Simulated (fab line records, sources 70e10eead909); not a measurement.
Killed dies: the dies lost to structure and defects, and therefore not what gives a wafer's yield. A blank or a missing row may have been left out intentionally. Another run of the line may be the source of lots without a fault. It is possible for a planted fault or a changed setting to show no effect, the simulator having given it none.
fab line records	flow nand_harc
record lots=6	wafers=18	last_day=33
route steps=1302 shown A_DECK1_JOINT@541 A_ONON_D2@545 A_CHANNEL_HOLE_D2@570 END@1302
lots that met no fault: taken from a fault-free run of the same line
start_h: hours from the record's first day to the start of the lot's first wafer shown	wait_h: how many hours have passed since the lot's step before this one	" repeats the value in the row above	L1.1+2: a row that stands for several wafers	- no value, or no start given	* or withheld: withheld	< > ~ a bound
route shown NAME@n: names a module that has steps shown in the file, with the first one's number in the route	usual: mean/standard deviation of fault-free wafers	same: alike in all rows	chamber/n: place in a boat	sites: each site's reading	_std_site: how widely they spread, as a standard deviation	_edge_site: outer sites' mean less inner sites'	radius_mm: for every site, how far away it sits from the centre of the wafer	mask NAME#n: copy n	behind: the last tool/chamber to shape the wafer	hold: why the lot went on hold/how many hours it stayed there/how the hold came to an end	device: the n, p or np transistor that did not switch	end of line: tests of these same wafers at the route's end	where a step has no rows: the recipe by itself	killed: not the wafer's yield, but the dies lost to structure and defects at the first sort	map: shows each die of a wafer: x if killed, . if not, _ if none is there
set.NAME: the setting the step ran with; set.NAME@STEP: the setting that earlier step ran with	model.NAME: the simulator's own value behind a step, which no gauge read
lots at selected steps of the route; one table per step, one row per wafer
services: the hour from which a tool's chamber was out of use, counted from the record's first day as start_h (under 0 if before that day), plus the number of hours and why
## steps
# step NHARC_A_DECK1_JOINT_SRD_15
# step NHARC_A_DECK1_JOINT_DEP_16
# recipe target_thk_a=450	temp_c=400	pressure_torr=6.5	rf_w=900	teos_flow_sccm=161.4	flow_sccm=2650	target_thk_nm=45	gas=O2	material=SiO2
# usual heater_power_w=635/82	throttle_valve_pct=15.9/0.46
lot.wafer	tool	chamber	start_h	wait_h	heater_power_w	throttle_valve_pct
L100.1	pecvd-04	1	295.05	0.1	586	15.7
L100.3	"	0	"	"	564	16.3
L100.4	"	1	"	"	587	15.5
L106.3	pecvd-01	0	359.37	0.1	536	15.6
L106.6	"	2	"	"	551	16.5
L106.5	"	0	"	"	543	15.5
L108.3	pecvd-04	0	362.27	0.1	597	16.3
L108.5	"	1	"	"	614	15.4
L108.4	"	2	"	"	649	15.8
L113.1	pecvd-01	0	423.92	0.1	556	15.7
L113.3	"	1	"	"	707	16.6
L113.4	"	1	"	"	723	16.3
L119.1	pecvd-04	2	482.56	0.1	554	15.1
L119.4	"	1	"	"	712	15.4
L119.3	"	2	"	"	559	15.6
L120.2	pecvd-04	1	496.05	0.1	718	16.0
L120.5	"	1	"	"	685	15.4
L120.6	"	2	"	"	663	15.3
# step NHARC_A_DECK1_JOINT_THK_MEAS_17
# recipe thk_meas_gauge=ellipsometry
# usual thk_nm=45.0/1.3
lot.wafer	tool	chamber	start_h	wait_h	thk_nm
L100.1	film_metro-01	-	295.33	0.2	44.5
L100.3	"	-	"	"	43.8
L100.4	"	-	"	"	46.6
L106.3	film_metro-02	-	359.59	0.2	43.0
L106.5	"	-	"	"	45.0
L106.6	"	-	"	"	44.4
L108.3	film_metro-01	-	362.56	0.3	44.6
L108.4	"	-	"	"	45.0
L108.5	"	-	"	"	46.2
L113.1	film_metro-02	-	424.17	0.2	43.4
L113.3	"	-	"	"	45.3
L113.4	"	-	"	"	46.7
L119.1	film_metro-01	-	482.88	0.3	43.9
L119.3	"	-	"	"	46.8
L119.4	"	-	"	"	45.6
L120.2	film_metro-01	-	496.33	0.3	46.2
L120.5	"	-	"	"	45.6
L120.6	"	-	"	"	43.3
# step NHARC_A_DECK1_JOINT_INSPECT_05
# usual raw_defect_count=348/130
lot.wafer	tool	chamber	start_h	wait_h	raw_defect_count
L100.1	defect_inspect-02	-	295.37	0.0	364
L100.3	"	-	"	"	527
L100.4	"	-	"	"	354
L106.3	defect_inspect-02	-	359.63	0.0	249
L106.5	"	-	"	"	237
L106.6	"	-	"	"	376
L108.3	defect_inspect-02	-	362.59	0.0	156
L108.4	"	-	"	"	269
L108.5	"	-	"	"	206
L113.1	defect_inspect-01	-	424.21	0.0	198
L113.3	"	-	"	"	229
L113.4	"	-	"	"	229
L119.1	defect_inspect-01	-	482.92	0.0	621
L119.3	"	-	"	"	303
L119.4	"	-	"	"	238
L120.2	defect_inspect-01	-	496.37	0.0	498
L120.5	"	-	"	"	510
L120.6	"	-	"	"	542
# step NHARC_A_ONON_D2_DEP_00
# recipe target_thk_a=10000	n2_flow_sccm=2750	n2o_flow_sccm=2000	nh3_flow_sccm=500	sih4_flow_sccm=210	temp_c=400
# step NHARC_A_ONON_D2_THK_MEAS_02
# recipe thk_meas_gauge=ellipsometry
# usual thk_nm=997/8.1
lot.wafer	tool	chamber	start_h	wait_h	thk_nm
L100.1	film_metro-02	-	295.94	-	976
L100.3	"	-	"	"	978
L100.4	"	-	"	"	975
L106.3	film_metro-01	-	360.20	-	992
L106.5	"	-	"	"	994
L106.6	"	-	"	"	994
L108.3	film_metro-02	-	363.17	-	996
L108.4	"	-	"	"	996
L108.5	"	-	"	"	998
L113.1	film_metro-02	-	425.06	-	992
L113.3	"	-	"	"	992
L113.4	"	-	"	"	993
L119.1	film_metro-02	-	483.49	-	1004
L119.3	"	-	"	"	1003
L119.4	"	-	"	"	1004
L120.2	film_metro-01	-	496.95	-	1001
L120.5	"	-	"	"	999
L120.6	"	-	"	"	1001
# step NHARC_A_ONON_D2_DEP_03
# recipe target_thk_a=10000	n2_flow_sccm=2750	n2o_flow_sccm=2000	nh3_flow_sccm=500	sih4_flow_sccm=210	temp_c=400
# step NHARC_A_ONON_D2_THK_MEAS_05
# recipe thk_meas_gauge=ellipsometry
# usual thk_nm=998/11
lot.wafer	tool	chamber	start_h	wait_h	thk_nm
L100.1	film_metro-01	-	296.51	-	996
L100.3	"	-	"	"	995
L100.4	"	-	"	"	994
L106.3	film_metro-02	-	360.78	-	1006
L106.5	"	-	"	"	1008
L106.6	"	-	"	"	1007
L108.3	film_metro-02	-	363.74	-	1004
L108.4	"	-	"	"	1005
L108.5	"	-	"	"	1006
L113.1	film_metro-02	-	425.63	-	987
L113.3	"	-	"	"	987
L113.4	"	-	"	"	988
L119.1	film_metro-02	-	484.07	-	1001
L119.3	"	-	"	"	999
L119.4	"	-	"	"	1001
L120.2	film_metro-01	-	497.52	-	996
L120.5	"	-	"	"	998
L120.6	"	-	"	"	996
# step NHARC_A_ONON_D2_DEP_06
# recipe target_thk_a=10000	n2_flow_sccm=2750	n2o_flow_sccm=2000	nh3_flow_sccm=500	sih4_flow_sccm=210	temp_c=400
# step NHARC_A_ONON_D2_THK_MEAS_08
# recipe thk_meas_gauge=ellipsometry
# usual thk_nm=997/8.3
lot.wafer	tool	chamber	start_h	wait_h	thk_nm
L100.1	film_metro-02	-	297.08	-	1001
L100.3	"	-	"	"	1001
L100.4	"	-	"	"	1000
L106.3	film_metro-02	-	361.35	-	1013
L106.5	"	-	"	"	1011
L106.6	"	-	"	"	1013
L108.3	film_metro-01	-	364.31	-	1002
L108.4	"	-	"	"	1003
L108.5	"	-	"	"	1002
L113.1	film_metro-01	-	426.20	-	994
L113.3	"	-	"	"	993
L113.4	"	-	"	"	992
L119.1	film_metro-02	-	484.63	-	1000
L119.3	"	-	"	"	998
L119.4	"	-	"	"	998
L120.2	film_metro-02	-	498.08	-	1006
L120.5	"	-	"	"	1007
L120.6	"	-	"	"	1006
# step NHARC_A_ONON_D2_DEP_09
# recipe target_thk_a=10000	n2_flow_sccm=2750	n2o_flow_sccm=2000	nh3_flow_sccm=500	sih4_flow_sccm=210	temp_c=400
# step NHARC_A_ONON_D2_THK_MEAS_11
# recipe thk_meas_gauge=ellipsometry
# usual thk_nm=1004/7.9
lot.wafer	tool	chamber	start_h	wait_h	thk_nm
L100.1	film_metro-01	-	297.64	-	1010
L100.3	"	-	"	"	1011
L100.4	"	-	"	"	1008
L106.3	film_metro-02	-	361.91	-	1013
L106.5	"	-	"	"	1014
L106.6	"	-	"	"	1013
L108.3	film_metro-02	-	364.88	-	1003
L108.4	"	-	"	"	1001
L108.5	"	-	"	"	1002
L113.1	film_metro-01	-	426.76	-	982
L113.3	"	-	"	"	981
L113.4	"	-	"	"	983
L119.1	film_metro-02	-	485.20	-	1013
L119.3	"	-	"	"	1013
L119.4	"	-	"	"	1014
L120.2	film_metro-01	-	498.67	-	999
L120.5	"	-	"	"	998
L120.6	"	-	"	"	998
# step NHARC_A_ONON_D2_DEP_12
# recipe target_thk_a=10000	n2_flow_sccm=2750	n2o_flow_sccm=2000	nh3_flow_sccm=500	sih4_flow_sccm=210	temp_c=400
lot.wafer	tool	chamber	start_h	wait_h
L100.1+3+4	pecvd_onon-03	0	297.69	0.1
L106.3+5+6	pecvd_onon-04	0	362.08	0.2
L108.3+4+5	pecvd_onon-04	0	365.06	0.2
L113.1+3+4	pecvd_onon-04	0	426.82	0.1
L119.1+3+4	pecvd_onon-01	0	485.25	0.1
L120.2+5+6	pecvd_onon-01	0	498.79	0.1
# step NHARC_A_ONON_D2_THK_MEAS_14
# recipe thk_meas_gauge=ellipsometry
# usual thk_nm=1001/13
lot.wafer	tool	chamber	start_h	wait_h	thk_nm
L100.1	film_metro-01	-	298.21	-	1024
L100.3	"	-	"	"	1025
L100.4	"	-	"	"	1026
L106.3	film_metro-02	-	362.48	-	1033
L106.5	"	-	"	"	1033
L106.6	"	-	"	"	1036
L108.3	film_metro-02	-	365.45	-	1024
L108.4	"	-	"	"	1026
L108.5	"	-	"	"	1026
L113.1	film_metro-02	-	427.33	-	996
L113.3	"	-	"	"	997
L113.4	"	-	"	"	996
L119.1	film_metro-01	-	485.76	-	1009
L119.3	"	-	"	"	1010
L119.4	"	-	"	"	1008
L120.2	film_metro-01	-	499.24	-	987
L120.5	"	-	"	"	988
L120.6	"	-	"	"	988
# step NHARC_A_ONON_D2_ANNEAL_15
# recipe temp_c=750	time_s=3600
# step NHARC_A_ONON_D2_DEP_16
# recipe target_thk_a=10000	n2_flow_sccm=2750	n2o_flow_sccm=2000	nh3_flow_sccm=500	sih4_flow_sccm=210	temp_c=400
# step NHARC_A_ONON_D2_THK_MEAS_18
# recipe thk_meas_gauge=ellipsometry
# usual thk_nm=998/11
lot.wafer	tool	chamber	start_h	wait_h	thk_nm
L100.1	film_metro-02	-	305.59	-	990
L100.3	"	-	"	"	988
L100.4	"	-	"	"	989
L106.3	film_metro-02	-	370.16	-	1001
L106.5	"	-	"	"	1001
L106.6	"	-	"	"	1002
L108.3	film_metro-02	-	370.17	-	998
L108.4	"	-	"	"	1000
L108.5	"	-	"	"	999
L113.1	film_metro-02	-	434.39	-	1002
L113.3	"	-	"	"	1002
L113.4	"	-	"	"	1002
L119.1	film_metro-02	-	493.43	-	1010
L119.3	"	-	"	"	1010
L119.4	"	-	"	"	1011
L120.2	film_metro-01	-	506.66	-	993
L120.5	"	-	"	"	993
L120.6	"	-	"	"	993
# step NHARC_A_ONON_D2_DEP_19
# recipe target_thk_a=10000	n2_flow_sccm=2750	n2o_flow_sccm=2000	nh3_flow_sccm=500	sih4_flow_sccm=210	temp_c=400
# step NHARC_A_ONON_D2_THK_MEAS_21
# recipe thk_meas_gauge=ellipsometry
# usual thk_nm=1001/7.4
lot.wafer	tool	chamber	start_h	wait_h	thk_nm
L100.1	film_metro-01	-	306.15	-	994
L100.3	"	-	"	"	995
L100.4	"	-	"	"	996
L106.3	film_metro-01	-	370.73	-	1004
L106.5	"	-	"	"	1006
L106.6	"	-	"	"	1006
L108.3	film_metro-02	-	370.73	-	1002
L108.4	"	-	"	"	1001
L108.5	"	-	"	"	1000
L113.1	film_metro-01	-	434.97	-	1001
L113.3	"	-	"	"	999
L113.4	"	-	"	"	999
L119.1	film_metro-02	-	494.00	-	1003
L119.3	"	-	"	"	1004
L119.4	"	-	"	"	1003
L120.2	film_metro-02	-	507.23	-	1015
L120.5	"	-	"	"	1013
L120.6	"	-	"	"	1012
# step NHARC_A_ONON_D2_DEP_22
# recipe target_thk_a=10000	n2_flow_sccm=2750	n2o_flow_sccm=2000	nh3_flow_sccm=500	sih4_flow_sccm=210	temp_c=400
# step NHARC_A_ONON_D2_THK_MEAS_24
# recipe thk_meas_gauge=ellipsometry
# usual thk_nm=1001/8.9
lot.wafer	tool	chamber	start_h	wait_h	thk_nm
L100.1	film_metro-02	-	306.72	-	994
L100.3	"	-	"	"	995
L100.4	"	-	"	"	995
L108.3	film_metro-01	-	371.30	-	998
L108.4	"	-	"	"	997
L108.5	"	-	"	"	998
L106.3	film_metro-01	-	371.30	-	997
L106.5	"	-	"	"	996
L106.6	"	-	"	"	996
L113.1	film_metro-02	-	435.53	-	991
L113.3	"	-	"	"	992
L113.4	"	-	"	"	989
L119.1	film_metro-01	-	494.56	-	997
L119.3	"	-	"	"	997
L119.4	"	-	"	"	996
L120.2	film_metro-02	-	507.80	-	1017
L120.5	"	-	"	"	1017
L120.6	"	-	"	"	1017
# step NHARC_A_ONON_D2_DEP_25
# recipe target_thk_a=10000	n2_flow_sccm=2750	n2o_flow_sccm=2000	nh3_flow_sccm=500	sih4_flow_sccm=210	temp_c=400
# step NHARC_A_ONON_D2_THK_MEAS_27
# recipe thk_meas_gauge=ellipsometry
# usual thk_nm=1001/10
lot.wafer	tool	chamber	start_h	wait_h	thk_nm
L100.1	film_metro-01	-	307.28	-	971
L100.3	"	-	"	"	970
L100.4	"	-	"	"	971
L108.3	film_metro-02	-	371.85	-	1010
L108.4	"	-	"	"	1011
L108.5	"	-	"	"	1014
L106.3	film_metro-02	-	371.87	-	1005
L106.5	"	-	"	"	1005
L106.6	"	-	"	"	1006
L113.1	film_metro-01	-	436.10	-	1003
L113.3	"	-	"	"	1002
L113.4	"	-	"	"	1003
L119.1	film_metro-01	-	495.13	-	1008
L119.3	"	-	"	"	1008
L119.4	"	-	"	"	1010
L120.2	film_metro-02	-	508.37	-	995
L120.5	"	-	"	"	994
L120.6	"	-	"	"	996
# step NHARC_A_ONON_D2_DEP_28
# recipe target_thk_a=10000	n2_flow_sccm=2750	n2o_flow_sccm=2000	nh3_flow_sccm=500	sih4_flow_sccm=210	temp_c=400
# step NHARC_A_ONON_D2_THK_MEAS_30
# recipe thk_meas_gauge=ellipsometry
# usual thk_nm=1000/8.2
lot.wafer	tool	chamber	start_h	wait_h	thk_nm
L100.1	film_metro-01	-	307.85	-	1001
L100.3	"	-	"	"	1003
L100.4	"	-	"	"	1000
L108.3	film_metro-02	-	372.41	-	1011
L108.4	"	-	"	"	1011
L108.5	"	-	"	"	1008
L106.3	film_metro-01	-	372.44	-	988
L106.5	"	-	"	"	988
L106.6	"	-	"	"	988
L113.1	film_metro-02	-	436.67	-	979
L113.3	"	-	"	"	982
L113.4	"	-	"	"	981
L119.1	film_metro-01	-	495.70	-	1012
L119.3	"	-	"	"	1012
L119.4	"	-	"	"	1012
L120.2	film_metro-01	-	508.93	-	1012
L120.5	"	-	"	"	1010
L120.6	"	-	"	"	1013
# step NHARC_A_ONON_D2_DEP_33
# recipe target_thk_a=2000	temp_c=400	pressure_torr=6.5	rf_w=900	teos_flow_sccm=161.4	flow_sccm=2650	target_thk_nm=200	gas=O2	material=SiO2
# usual heater_power_w=609/120	throttle_valve_pct=16.1/0.48
lot.wafer	tool	chamber	start_h	wait_h	heater_power_w	throttle_valve_pct
L100.3	pecvd-03	2	307.96	0.1	416	16.6
L100.1	"	0	"	"	469	16.2
L100.4	"	2	"	"	423	16.3
L108.3	pecvd-01	0	372.51	0.1	474	15.8
L108.4	"	2	"	"	520	16.3
L108.5	"	0	"	"	494	15.4
L106.3	pecvd-02	0	372.54	0.1	705	16.8
L106.6	"	2	"	"	781	15.4
L106.5	"	1	"	"	723	15.6
L113.3	pecvd-02	2	436.77	0.1	675	15.2
L113.1	"	0	"	"	687	16.6
L113.4	"	0	"	"	686	16.7
L119.3	pecvd-02	1	495.83	0.1	617	15.6
L119.1	"	2	"	"	732	15.4
L119.4	"	1	"	"	652	15.6
L120.2	pecvd-03	2	509.08	0.1	469	16.2
L120.6	"	1	"	"	657	15.9
L120.5	"	2	"	"	475	16.1
# step NHARC_A_ONON_D2_THK_MEAS_34
# recipe thk_meas_gauge=ellipsometry
# usual thk_nm=200.8/2.8
lot.wafer	tool	chamber	start_h	wait_h	thk_nm
L100.1	film_metro-02	-	308.32	-	196.4
L100.3	"	-	"	"	198.7
L100.4	"	-	"	"	201.9
L108.3	film_metro-02	-	372.89	-	195.3
L108.4	"	-	"	"	201.9
L108.5	"	-	"	"	205.6
L106.3	film_metro-01	-	372.91	-	198.7
L106.5	"	-	"	"	205.8
L106.6	"	-	"	"	201.5
L113.1	film_metro-02	-	437.13	-	200.3
L113.3	"	-	"	"	199.1
L113.4	"	-	"	"	202.5
L119.1	film_metro-02	-	496.20	-	203.4
L119.3	"	-	"	"	202.5
L119.4	"	-	"	"	204.5
L120.2	film_metro-02	-	509.40	-	199.6
L120.5	"	-	"	"	203.5
L120.6	"	-	"	"	202.7
# step NHARC_A_ONON_D2_INSPECT_32
# usual raw_defect_count=434/160
lot.wafer	tool	chamber	start_h	wait_h	raw_defect_count
L100.1	defect_inspect-02	-	308.39	0.0	461
L100.3	"	-	"	"	615
L100.4	"	-	"	"	444
L108.3	defect_inspect-01	-	372.95	0.0	192
L108.4	"	-	"	"	303
L108.5	"	-	"	"	246
L106.3	defect_inspect-02	-	373.00	0.0	297
L106.5	"	-	"	"	305
L106.6	"	-	"	"	473
L113.1	defect_inspect-02	-	437.20	0.0	260
L113.3	"	-	"	"	298
L113.4	"	-	"	"	313
L119.1	defect_inspect-02	-	496.29	0.0	844
L119.3	"	-	"	"	417
L119.4	"	-	"	"	339
L120.2	defect_inspect-01	-	509.47	0.0	615
L120.5	"	-	"	"	595
L120.6	"	-	"	"	674
# step NHARC_A_CHANNEL_HOLE_D2_DEP_00
# recipe target_thk_a=31000	temp_c=400	material=aC
# usual throttle_valve_pct=35.000/0.0089
lot.wafer	tool	chamber	start_h	wait_h	throttle_valve_pct
L100.1	acl_dep-02	0	310.94	2.5	34.988
L100.3	"	0	"	"	34.997
L100.4	"	0	"	"	34.994
L108.3	acl_dep-03	0	376.81	3.9	34.995
L108.4	"	0	"	"	34.996
L108.5	"	0	"	"	35.009
L106.3	acl_dep-02	0	377.09	4.1	34.998
L106.5	"	0	"	"	34.994
L106.6	"	0	"	"	35.004
L113.1	acl_dep-01	0	438.03	0.8	35.011
L113.3	"	0	"	"	34.990
L113.4	"	0	"	"	35.007
L119.1	acl_dep-01	0	496.58	0.3	34.986
L119.3	"	0	"	"	35.008
L119.4	"	0	"	"	34.996
L120.2	acl_dep-02	0	512.17	2.7	35.007
L120.5	"	0	"	"	34.998
L120.6	"	0	"	"	34.985
# step NHARC_A_CHANNEL_HOLE_D2_DEP_01
# recipe target_thk_a=1400	target_thk_nm=140	temp_c=400	pressure_torr=3.5	flow_sccm=200	rf_w=350	material=SiON
# usual heater_power_w=778/90
lot.wafer	tool	chamber	start_h	wait_h	heater_power_w
L100.3	pecvd-04	2	312.86	1.0	827
L100.1	"	1	"	"	708
L100.4	"	0	"	"	874
L108.3	pecvd-04	1	378.10	1.0	744
L108.4	"	1	"	"	768
L108.5	"	0	"	"	880
L106.3	pecvd-01	0	378.37	1.0	693
L106.6	"	0	"	"	700
L106.5	"	2	"	"	775
L113.3	pecvd-04	1	439.97	1.0	675
L113.1	"	0	"	"	840
L113.4	"	2	"	"	774
L119.1	pecvd-03	1	498.53	1.6	833
L119.3	"	2	"	"	674
L119.4	"	2	"	"	690
L120.2	pecvd-04	0	513.77	1.3	900
L120.5	"	0	"	"	902
L120.6	"	1	"	"	741
# step NHARC_A_CHANNEL_HOLE_D2_DEHYDRATE_02
# recipe temp_c=150	time_s=120
# step NHARC_A_CHANNEL_HOLE_D2_HMDS_03
# recipe time_s=30
# step NHARC_A_CHANNEL_HOLE_D2_COAT_36
# recipe temp_c=260	time_s=75
# step NHARC_A_CHANNEL_HOLE_D2_COAT_37
# recipe temp_c=225	time_s=65
# step NHARC_A_CHANNEL_HOLE_D2_COAT_04
# recipe spin_rpm=1500	resist_thk_nm=90
# step NHARC_A_CHANNEL_HOLE_D2_SOFTBAKE_05
# recipe temp_c=105	time_s=55
# step NHARC_A_CHANNEL_HOLE_D2_EBR_06
# step NHARC_A_CHANNEL_HOLE_D2_EXPOSE_07
# recipe na=1.35	target_cd_nm=100	sigma_outer=0.3	dose_mj=59.65	mask_id=HOLE_D2
# step NHARC_A_CHANNEL_HOLE_D2_PEB_08
# recipe peb_temp_c=100	peb_time_s=65
# step NHARC_A_CHANNEL_HOLE_D2_DEVELOP_09
# recipe develop_time_s=35	dev_temp_c=23
# step NHARC_A_CHANNEL_HOLE_D2_CD_MEAS_10
# recipe target_cd_nm=100	landing_energy_ev=500
# usual cd_nm=100.4/0.53
# same landing_energy_ev=500
lot.wafer	tool	chamber	start_h	wait_h	cd_nm
L100.1	cd_sem-01	0	313.58	-	100.6
L100.3	"	0	"	"	99.9
L100.4	"	0	"	"	100.2
L108.3	cd_sem-01	0	378.70	-	101.3
L108.4	"	0	"	"	100.3
L108.5	"	0	"	"	100.7
L106.3	cd_sem-01	0	379.09	-	101.0
L106.5	"	0	"	"	101.1
L106.6	"	0	"	"	101.1
L113.1	cd_sem-03	0	440.57	-	99.8
L113.3	"	0	"	"	100.6
L113.4	"	0	"	"	99.8
L119.1	cd_sem-01	0	499.22	-	100.0
L119.3	"	0	"	"	100.3
L119.4	"	0	"	"	100.8
L120.2	cd_sem-03	0	514.49	-	100.6
L120.5	"	0	"	"	101.3
L120.6	"	0	"	"	101.4
# step NHARC_END_SORT_01
# recipe temp_c=25
# usual killed_at_array=59/24	killed_at_other=0.7/1.2	killed_at_periphery=3.5/2.6	killed_dies=63/24	killed_open=3.2/2.1	killed_short=2.4/1.5
# same gross_dies=677
lot.wafer	tool	chamber	start_h	wait_h	killed_at_array	killed_at_other	killed_at_periphery	killed_dies	killed_open	killed_short
L108.3	prober-01	0	662.45	3.1	202	0	7	209	7	3
L108.4	prober-01	0	663.26	3.4	195	2	4	201	0	4
L108.5	prober-01	0	664.06	3.7	211	0	7	218	4	3
L106.3	prober-02	0	662.50	3.1	234	1	1	236	3	1
L106.5	prober-02	0	664.11	3.7	266	0	2	268	1	2
L106.6	prober-02	0	664.92	4.0	243	1	2	246	3	2
# killed by level:class
L108.3 A_ONON_D2:area_dep=172 A_CHANNEL_HOLE_D2:chamber_film_flake=10 A_CHANNEL_HOLE_D1:chamber_film_flake=7 P_STI:chamber_film_flake=3 A_WL_FILL:geometric_particle:short=2 A_WL_FILL:geometric_particle:open=2 P_CONTACT:chamber_film_flake=2 A_SLIT:chamber_film_flake=2
L106.3 A_ONON_D2:area_dep=155 A_SLIT:chamber_film_flake=33 A_CHANNEL_HOLE_D1:chamber_film_flake=32 A_CHANNEL_HOLE_D2:chamber_film_flake=9 A_ONON_D2:geometric_particle:open=1 A_WL_FILL:geometric_particle:short=1 A_CONTACT:geometric_particle:open=1 A_M0:geometric_particle:open=1
L108.4 A_ONON_D2:area_dep=169 A_CHANNEL_HOLE_D2:chamber_film_flake=9 A_CHANNEL_HOLE_D1:chamber_film_flake=4 A_ZERO_WELL:chamber_film_flake=2 A_STAIRCASE:chamber_film_flake=2 A_SLIT:chamber_film_flake=2 A_CONTACT:chamber_film_flake=2 A_M0:chamber_film_flake=2
L108.5 A_ONON_D2:area_dep=184 A_CHANNEL_HOLE_D2:chamber_film_flake=11 P_STI:chamber_film_flake=4 A_CHANNEL_HOLE_D1:chamber_film_flake=4 A_SLIT:chamber_film_flake=3 A_BLC:geometric_particle:open=2 A_CONTACT:chamber_film_flake=2 P_CONTACT:geometric_particle:open=1
L106.5 A_ONON_D2:area_dep=183 A_SLIT:chamber_film_flake=36 A_CHANNEL_HOLE_D1:chamber_film_flake=35 A_CHANNEL_HOLE_D2:chamber_film_flake=9 P_CONTACT:geometric_particle:open=1 A_CHANNEL_FILL_D1:geometric_particle:short=1 A_CONTACT:geometric_particle:short=1 P_ZERO_WELL:chamber_film_flake=1
L106.6 A_ONON_D2:area_dep=172 A_CHANNEL_HOLE_D1:chamber_film_flake=29 A_SLIT:chamber_film_flake=25 A_CHANNEL_HOLE_D2:chamber_film_flake=8 A_WL_FILL:geometric_particle:open=2 A_CONTACT:chamber_film_flake=2 A_SOURCE_PLATE:geometric_particle:short=1 A_ONON_D2:geometric_particle:short=1
# map L106.5 (x killed, . not)
____________x____________
_________x.x.xx._________
_______.x.xx.....x_______
______x....x..x...x______
_____x....xxx..x...x_____
____xx.x..x...x..x...____
____.....xxx.xx.....x____
___..xx.xxx......x....___
___.x.xxxxx..x.x.x..x.___
__..xxxxxxx.xxxxx.xxx..__
__x...xxx.xx.xxxxxx.xx.__
_x..xxxxxxxxxxxxxxx..xx._
_..x..xxxxxx..xxx..x...._
_x...xxxxx..xxxxxxxx.x.x_
_.xxx.xxxx.x..xxxx.x...._
_x....xxxxxx.x.x...xx..x_
.........xx.....xx.......
....xx....x...x..xx......
x.x..x.x.......x......x..
x...x....x...x.x..x.x..xx
x.x...x.xx.x.....xx....xx
_.x....x..x...xxx...x..._
_..x..........x..x......_
_..xx....xx.x..xx.x.xx.x_
_xxxxx.x........x...x.x._
_.x.........x..xx......._
__..x..xx.x.x.xxx..x.xx__
__....xx......x...xx..x__
___.x........x.....x.x___
___x.x....x........xx.___
____xxx.x......x...x.____
____.x..x.........xx.____
_____.x..x..x...xx.._____
______x.x...x....x.______
_______xxxx..x.x.._______
_________.x....x_________
____________.____________
# map L108.5 (x killed, . not)
____________x____________
_________xxx...._________
_______......xx.x._______
______.......x.....______
_____...x.x.....xx.._____
____x.xx.x.x....x....____
____...x..x.xx..xxx..____
___......x..x.........___
___....x.x.x.x.xx..xx.___
__...x..x...xx.xx..x...__
__xx..x.xx....x.xxxx.x.__
_..x...xx.x..x........x._
_...xx.x..x.x..x.x.xx..._
_...x..........x......x._
_..xx...x.........x....._
_xxx....x.x.....x....x.._
...x..x..xxxx..........xx
x.......xx......xxx..xx..
xxxx........x......x....x
x...x....x...x.x..x..x..x
.xx..x......x...x..x.x..x
_xx....x.xxxxx...xx...x._
_xxx.x.xx...x..x..x..x.x_
_xx.x..xxx.x......x.xx.._
_.xxx.............x.xx.._
_xx...x....x.........x.x_
__......xx..x..........__
__x.xx..x.xxxxxxx.x...x__
___.xxxx.x.x.x.xx.....___
___......xxxx.xx.....x___
____....x.x...xx.....____
____..xx...x.x.x.x...____
_____.x..x......x..x_____
______........xx...______
_______x.x..xx..x._______
_________......._________
____________.____________
## services
tool	chamber	start_h	hours	kind
pecvd-03	-	275.16	1.3	repair
pecvd-04	0	282.35	-	clean
acl_dep-03	-	298.72	13.0	pm
pecvd-01	-	311.00	13.0	pm
pecvd_onon-04	-	311.14	13.0	pm
pecvd-04	1	337.25	13.5	repair
acl_dep-02	-	350.87	1.4	repair
pecvd-03	-	366.57	13.0	pm
pecvd-04	2	369.26	6.9	repair
acl_dep-01	-	370.81	13.0	pm
pecvd-04	0	401.05	19.2	repair
pecvd-02	-	406.45	1.0	repair
pecvd-02	-	408.01	13.0	pm
pecvd_onon-03	-	408.11	13.0	pm
acl_dep-02	-	424.38	13.0	pm
pecvd-03	-	449.71	0.7	repair
pecvd-04	-	450.35	13.0	pm
pecvd_onon-01	-	450.45	13.0	pm
pecvd-03	2	466.45	5.7	repair
pecvd-02	-	477.80	1.5	repair
acl_dep-03	-	480.56	13.0	pm
pecvd-03	-	485.79	0.9	repair
pecvd-01	-	492.00	13.0	pm
pecvd_onon-04	-	492.14	13.0	pm
## key
first_sign step=NHARC_A_ONON_D2_THK_MEAS_14	reading=thk_nm	direction=up	sigmas=2.2	usual=1001	struck=1030
effect step=NHARC_END_SORT_01	reading=killed_dies	direction=up	sigmas=7	usual=63	struck=230
more_kills_born_at NHARC_A_ONON_D2_DEP_12@pecvd_onon-04=1035
met_at NHARC_A_ONON_D2_DEP_12
struck_wafers L106.3,L106.5,L106.6,L108.3,L108.4,L108.5
tester_left_out L106,L108
fault kind=process_parameter_drift	tool=pecvd_onon-04	chamber=-	onset_h=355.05	steps=NHARC_A_ONON_D2_DEP_12	channel=target_thk_a	offset=*	shape=step	end_h=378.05	acts_in=*	stated=*
# tester_left_out: of these lots the tester's yield and bins aren't shown, on N5 and GAA mostly nor the transistor test; their killed dies are dies lost to structure and defects alone, not to doping, threshold or leakage, so they don't give the yield
